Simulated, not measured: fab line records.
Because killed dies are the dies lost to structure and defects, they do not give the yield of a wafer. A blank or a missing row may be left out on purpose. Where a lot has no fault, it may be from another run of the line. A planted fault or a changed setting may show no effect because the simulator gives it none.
fab line records	flow nand-harc
record: lots: 11	wafers: 33	last-day: 30
route steps=1302 shown A_CHANNEL_HOLE_D1@469 A_CHANNEL_FILL_D1@495
lots untouched by any fault: they come from a run of this same line in which no faults occurred
start-h: the number of hours between the record's first day and the start of the first shown wafer of the lot	wait-h: hours from the lot's prior step to this one	" repeats the value in the row above	L1.1+2: one row covering several wafers at once	- no value present, or no start provided	* or withheld: withheld	< > ~ a bound
route shown NAME@n: a module of which the file shows steps, and the number in the route of the first	usual: mean and standard deviation over wafers with no fault	same: alike in all rows	chamber/n: place in a boat	sites: the reading at each site	_std_site: their standard deviation	_edge_site: mean of outer sites minus mean of inner sites	radius-mm: for every site, how far away it sits from the centre of the wafer	mask NAME#n: copy n	behind: tool/chamber where the wafer was last shaped	hold: the reason the lot was held/the length of the hold in hours/how it ended	device: whichever transistor did not switch (one of n, p or np)	end of line: the route-end tests of the same wafers	where a step has no rows: the recipe by itself	killed: not the wafer's yield, but the dies lost to structure and defects at the first sort	map: a wafer's dies, x killed, . not, _ none there
set.NAME: the setting as run; set.NAME@STEP: as run at that earlier step	model.NAME: the simulator's own value behind a step, which no gauge read
steps of the route over a sample of lots; a table a step, a row a wafer
services: from which hour (start-h, from the record's first day; less than 0 if before it) a tool's chamber was out of use, for how many hours, and why
== steps ==
step: NHARC_A_CHANNEL_HOLE_D1_ETCH_16
recipe: target-depth-a: 31000	over-etch-frac: 0.3	time-s: 806	ion-energy-ev: 150	o2-flow-sccm: 400	cos-flow-sccm: 20	ar-flow-sccm: 0	rf-w: 500	bias-w: 300	chemistry: O2/COS
usual: chamber-pressure-mTorr: 19.999/0.017	drypump-motor-current-A: 5.8/0.39	oes-product-au: 1.000/0.0074	rf-vpp-V: 314.3/2.2	showerhead-plenum-p-Torr: 3.13/0.15	throttle-valve-pct: 28.330/0.0095
lot.wafer	tool	chamber	start-h	wait-h	chamber-pressure-mTorr	drypump-motor-current-A	oes-product-au	rf-hours-counter-h	rf-vpp-V	showerhead-plenum-p-Torr	throttle-valve-pct
L445.1	rie-diel-11	2	-	-	20.014	6.1	1.000	7	316.0	3.31	28.322
L445.3	"	3	"	"	19.996	5.4	0.987	7	314.1	3.19	28.334
L445.4	"	0	"	"	20.032	6.1	0.995	8	311.6	2.91	28.338
L444.1	rie-diel-03	1	-	-	19.980	5.2	1.002	25	311.5	2.89	28.330
L444.5	"	2	"	"	19.994	5.0	1.002	-	313.7	3.09	28.344
L444.6	"	3	"	"	19.993	6.2	0.997	-	314.6	3.13	28.326
L447.1	rie-diel-11	3	-	-	20.015	5.5	0.997	9	315.1	3.19	28.336
L447.2	"	0	"	"	19.998	6.1	0.990	10	310.9	2.91	28.326
L447.6	"	2	"	"	20.005	6.1	0.987	-	317.2	3.31	28.332
L446.1	rie-diel-03	2	-	-	19.992	5.0	1.005	31	311.7	3.08	28.344
L446.3	"	0	"	"	20.019	6.0	1.011	30	313.7	3.15	28.346
L446.5	"	2	"	"	19.962	5.0	0.999	-	312.2	3.08	28.322
L448.2	rie-diel-11	3	-	-	19.973	5.5	0.997	10	315.5	3.18	28.331
L448.4	"	0	"	"	19.966	6.1	0.995	11	310.3	2.91	28.325
L448.5	"	0	"	"	20.022	6.1	1.007	-	309.8	2.91	28.332
L449.3	rie-diel-11	3	-	-	19.989	5.4	0.999	11	313.6	3.19	28.319
L449.5	"	1	"	"	20.025	5.6	1.007	-	315.9	3.24	28.323
L449.6	"	2	"	"	20.000	6.1	1.007	-	315.4	3.30	28.313
L450.1	rie-diel-12	2	-	-	19.988	6.3	1.001	43	313.6	3.11	28.343
L450.4	"	0	"	"	20.031	6.2	0.996	47	313.8	3.05	28.310
L450.5	"	1	"	"	20.007	6.3	1.015	-	312.7	2.92	28.341
L452.1	rie-diel-12	0	-	-	20.000	6.2	0.993	54	313.2	3.05	28.338
L452.3	"	1	"	"	19.984	6.3	1.003	51	311.0	2.91	28.326
L452.6	"	1	"	"	20.002	6.3	0.996	-	310.7	2.91	28.308
L453.4	rie-diel-11	1	-	-	19.988	5.6	0.997	0	314.9	3.24	28.329
L453.1	"	0	"	"	20.020	6.1	0.999	0	311.2	2.91	28.327
L453.5	"	2	"	"	20.025	6.1	1.005	-	316.9	3.30	28.332
L456.2	rie-diel-11	2	-	-	20.021	6.1	1.001	4	318.0	3.30	28.323
L456.5	"	1	"	"	19.975	5.6	0.995	-	315.0	3.24	28.326
L456.4	"	0	"	"	19.977	6.1	1.002	-	312.1	2.91	28.327
L460.2	rie-diel-11	1	-	-	19.980	5.6	0.995	8	315.0	3.23	28.327
L460.4	"	2	"	"	20.022	6.1	0.999	8	315.0	3.30	28.315
L460.5	"	1	"	"	20.001	5.6	0.992	-	314.1	3.23	28.331
step: NHARC_A_CHANNEL_HOLE_D1_ETCH_21
recipe: bias-v: 3000	source-w: withheld	pressure-mtorr: 20	time-s: 514.3	ar-flow-sccm: 375	c4f8-flow-sccm: 89.3	o2-flow-sccm: 35.7	temp-c: -20	target-depth-a: 16000	chemistry: C4F8/O2/Ar
usual: chamber-pressure-mTorr: 19.999/0.019	drypump-motor-current-A: 5.7/0.31	showerhead-plenum-p-Torr: 3.61/0.074	temp-c: -20.00/0.11	throttle-valve-pct: 32.154/0.0089
lot.wafer	tool	chamber	start-h	wait-h	chamber-pressure-mTorr	drypump-motor-current-A	rf-hours-counter-h	showerhead-plenum-p-Torr	temp-c	throttle-valve-pct
L445.1	har-etch-01	0	182.52	0.3	19.998	5.4	77	3.70	-20.09	32.153
L445.4	"	1	"	"	20.000	5.5	-	3.56	-20.01	32.168
L445.3	"	0	"	"	20.005	5.4	-	3.70	-20.12	32.153
L444.1	har-etch-02	1	185.52	0.3	19.983	5.7	303	3.61	-19.95	32.152
L444.6	"	0	"	"	19.991	6.2	-	3.67	-20.15	32.151
L444.5	"	1	"	"	19.991	5.7	-	3.61	-19.86	32.160
L447.1	har-etch-01	0	213.82	0.3	20.001	5.4	96	3.69	-19.88	32.158
L447.2	"	1	"	"	19.988	5.5	96	3.55	-19.90	32.156
L447.6	"	1	"	"	19.988	5.5	-	3.55	-19.89	32.141
L446.1	har-etch-02	0	215.88	0.3	20.025	6.2	322	3.66	-19.99	32.160
L446.3	"	0	"	"	19.969	6.2	-	3.66	-19.95	32.153
L446.5	"	0	"	"	20.010	6.2	-	3.66	-20.10	32.161
L448.2	har-etch-02	1	222.01	0.3	19.980	5.7	326	3.60	-19.90	32.160
L448.4	"	0	"	"	19.977	6.2	-	3.66	-19.90	32.164
L448.5	"	1	"	"	19.978	5.7	-	3.60	-19.91	32.154
L449.3	har-etch-02	1	232.70	0.3	20.006	5.7	-	3.60	-20.18	32.147
L449.6	"	0	"	"	19.980	6.2	-	3.65	-19.98	32.153
L449.5	"	1	"	"	19.980	5.7	-	3.60	-19.87	32.154
L450.1	har-etch-01	1	241.74	0.3	19.989	5.5	115	3.54	-19.86	32.155
L450.4	"	0	"	"	19.991	5.4	-	3.68	-19.92	32.162
L450.5	"	0	"	"	20.040	5.4	-	3.68	-20.03	32.155
L452.1	har-etch-02	0	260.33	0.5	19.972	6.2	345	3.65	-20.04	32.151
L452.3	"	0	"	"	20.006	6.2	-	3.65	-19.92	32.163
L452.6	"	0	"	"	20.033	6.2	-	3.65	-20.02	32.158
L453.1	har-etch-02	1	276.82	0.3	19.995	5.7	345	3.59	-20.23	32.146
L453.4	"	1	"	"	20.002	5.7	-	3.59	-20.05	32.170
L453.5	"	0	"	"	20.000	6.2	-	3.64	-20.02	32.150
L456.2	har-etch-02	0	298.40	0.3	19.979	6.2	372	3.63	-20.15	32.158
L456.4	"	0	"	"	20.023	6.2	-	3.63	-19.97	32.149
L456.5	"	0	"	"	20.009	6.2	-	3.63	-20.04	32.165
L460.2	har-etch-02	1	353.28	0.3	19.978	5.7	391	3.57	-19.99	32.153
L460.4	"	0	"	"	20.011	6.2	-	3.62	-19.97	32.152
L460.5	"	0	"	"	20.002	6.2	-	3.62	-19.93	32.155
step: NHARC_A_CHANNEL_FILL_D1_ALD_15
recipe: target-thk-a: 20	pulse-time-s: 60	ald-cycles: 19	temp-c: 630	pressure-torr: 2	material: SiNx
usual: precursor-pulse-height-rel: 1.001/0.02	susceptor-temp-C: 630.0/0.33
same: ald-cycles: 19
lot.wafer	tool	chamber	start-h	wait-h	precursor-pulse-height-rel	susceptor-temp-C
L445.1	ald-sin-batch-02	0	198.04	-	1.033	-
L445.3	"	0	"	"	0.989	-
L445.4	"	0	"	"	1.027	-
L444.1	ald-sin-batch-01	0	201.24	-	0.983	630.5
L444.5	"	0	"	"	0.986	630.4
L444.6	"	0	"	"	1.007	630.4
L446.1	ald-sin-batch-02	0	229.85	-	0.986	630.3
L446.3	"	0	"	"	1.008	631.1
L446.5	"	0	"	"	1.008	630.7
L447.1	ald-sin-batch-02	0	229.85	-	1.020	629.8
L447.2	"	0	"	"	1.025	629.9
L447.6	"	0	"	"	1.014	630.1
L448.2	ald-sin-batch-03	0	237.66	-	1.016	-
L448.4	"	0	"	"	1.005	-
L448.5	"	0	"	"	1.006	-
L449.3	ald-sin-batch-01	0	248.09	-	0.975	-
L449.5	"	0	"	"	1.005	-
L449.6	"	0	"	"	1.049	-
L450.1	ald-sin-batch-02	0	257.41	-	0.979	-
L450.4	"	0	"	"	1.033	-
L450.5	"	0	"	"	0.980	-
L452.1	ald-sin-batch-01	0	279.75	-	0.984	629.9
L452.3	"	0	"	"	1.019	629.4
L452.6	"	0	"	"	0.991	630.2
L453.1	ald-sin-batch-03	0	292.83	-	1.009	-
L453.4	"	0	"	"	0.997	-
L453.5	"	0	"	"	1.026	-
L456.2	ald-sin-batch-03	0	314.64	3.1	0.971	-
L456.4	"	0	"	"	0.971	-
L456.5	"	0	"	"	0.996	-
L460.2	ald-sin-batch-02	0	369.36	-	0.975	660.1
L460.4	"	0	"	"	1.041	660.5
L460.5	"	0	"	"	1.006	660.7
step: NHARC_A_CHANNEL_FILL_D1_ETCHBACK_20
recipe: target-depth-a: 270	time-s: 13.5	c4f8-flow-sccm: withheld	o2-flow-sccm: 8	ar-flow-sccm: withheld	rf-w: 600	bias-w: 1500	chemistry: C4F8/O2/Ar
usual: chamber-pressure-mTorr: 24.998/0.022	oes-product-au: 0.98/0.032	rf-vpp-V: 980/4.9
lot.wafer	tool	chamber	start-h	wait-h	chamber-pressure-mTorr	oes-product-au	rf-hours-counter-h	rf-vpp-V
L445.3	rie-diel-07	0	215.75	-	24.983	0.93	5.4	988
L445.4	"	1	"	"	24.988	0.93	5.8	970
L445.1	"	2	"	"	25.016	0.93	5.2	984
L444.1	rie-diel-01	2	215.75	-	25.021	1.01	0.0	978
L444.6	"	2	"	"	24.981	1.02	-	979
L444.5	"	3	"	"	25.003	1.01	-	985
L447.1	rie-diel-07	0	245.24	-	24.965	0.93	6.8	989
L447.2	"	3	"	"	25.019	0.92	5.0	983
L447.6	"	0	"	"	24.974	0.92	-	987
L446.3	rie-diel-02	3	245.25	-	25.013	0.99	1.6	985
L446.1	"	1	"	"	25.041	1.00	1.3	974
L446.5	"	1	"	"	25.022	0.99	-	974
L448.2	rie-diel-01	1	251.83	-	25.001	1.01	1.8	979
L448.5	"	1	"	"	24.993	1.01	-	981
L448.4	"	3	"	"	25.006	1.00	-	982
L449.3	rie-diel-01	0	262.17	-	24.986	0.94	2.1	977
L449.6	"	0	"	"	24.962	0.94	-	977
L449.5	"	1	"	"	24.970	0.93	-	980
L450.4	rie-diel-01	3	272.80	-	24.986	0.98	2.7	982
L450.1	"	0	"	"	25.019	0.99	2.3	977
L450.5	"	3	"	"	25.005	0.99	-	984
L452.3	rie-diel-02	0	293.88	-	25.015	1.00	4.6	985
L452.1	"	2	"	"	25.000	1.00	4.9	981
L452.6	"	1	"	"	24.990	1.00	-	975
L453.1	rie-diel-07	0	307.44	-	24.975	1.01	0.1	988
L453.4	"	0	"	"	25.016	1.01	-	988
L453.5	"	1	"	"	24.985	1.00	-	972
L456.2	rie-diel-07	0	328.57	-	25.003	0.94	2.0	987
L456.5	"	3	"	"	24.999	0.96	-	982
L456.4	"	0	"	"	24.979	0.94	-	987
L460.2	rie-diel-02	3	384.77	-	25.021	0.92	8.2	985
L460.4	"	0	"	"	24.983	0.92	-	985
L460.5	"	1	"	"	24.988	0.92	-	974
== services ==
tool	chamber	start-h	hours	kind
rie-diel-12	1	159.57	2.8	repair
har-etch-01	-	168.96	5.4	repair
rie-diel-11	1	188.05	3.1	repair
rie-diel-12	3	193.36	5.1	repair
rie-diel-07	-	197.61	0.3	repair
rie-diel-01	-	203.91	9.0	pm
rie-diel-03	3	206.14	10.4	repair
rie-diel-02	-	216.81	9.0	pm
rie-diel-02	2	242.07	7.0	repair
rie-diel-01	0	249.73	2.6	repair
rie-diel-01	-	255.05	2.3	repair
rie-diel-11	-	255.50	9.0	pm
ald-sin-batch-02	-	266.00	26.0	pm
rie-diel-02	1	283.93	7.5	repair
rie-diel-11	0	288.89	7.0	repair
rie-diel-11	3	291.10	7.6	repair
rie-diel-07	-	294.20	9.0	pm
rie-diel-07	2	306.54	4.4	repair
rie-diel-07	2	328.40	14.6	repair
har-etch-02	-	337.22	2.1	repair
rie-diel-01	1	371.54	7.8	repair
har-etch-02	-	377.00	17.0	pm
rie-diel-01	-	380.91	9.0	pm
rie-diel-02	2	382.26	4.0	repair
== key ==
first-sign: step: NHARC_A_CHANNEL_FILL_D1_ALD_15	reading: susceptor-temp-C	direction: up	sigmas: 91	usual: *	struck: *
effect none on later readings
met-at NHARC_A_CHANNEL_FILL_D1_ALD_15
struck-lots L460
tester-left-out L460
not-acting-at NHARC_A_CHANNEL_HOLE_D1_ETCH_16,NHARC_A_CHANNEL_HOLE_D1_ETCH_21,NHARC_A_CHANNEL_FILL_D1_ETCHBACK_20
onset-between 257.41 369.36
fault: kind: process-parameter-drift	tool: ald-sin-batch-02	chamber: -	onset-h: 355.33	steps: NHARC_A_CHANNEL_FILL_D1_ALD_15	channel: temp-c	offset: *	shape: step	end-h: 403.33	acts-in: *	stated: *
tester-left-out: of these lots the tester's yield and bins aren't shown, on N5 and GAA mostly nor the transistor test; their killed dies are dies lost to structure and defects alone, not to doping, threshold or leakage, so they don't give the yield
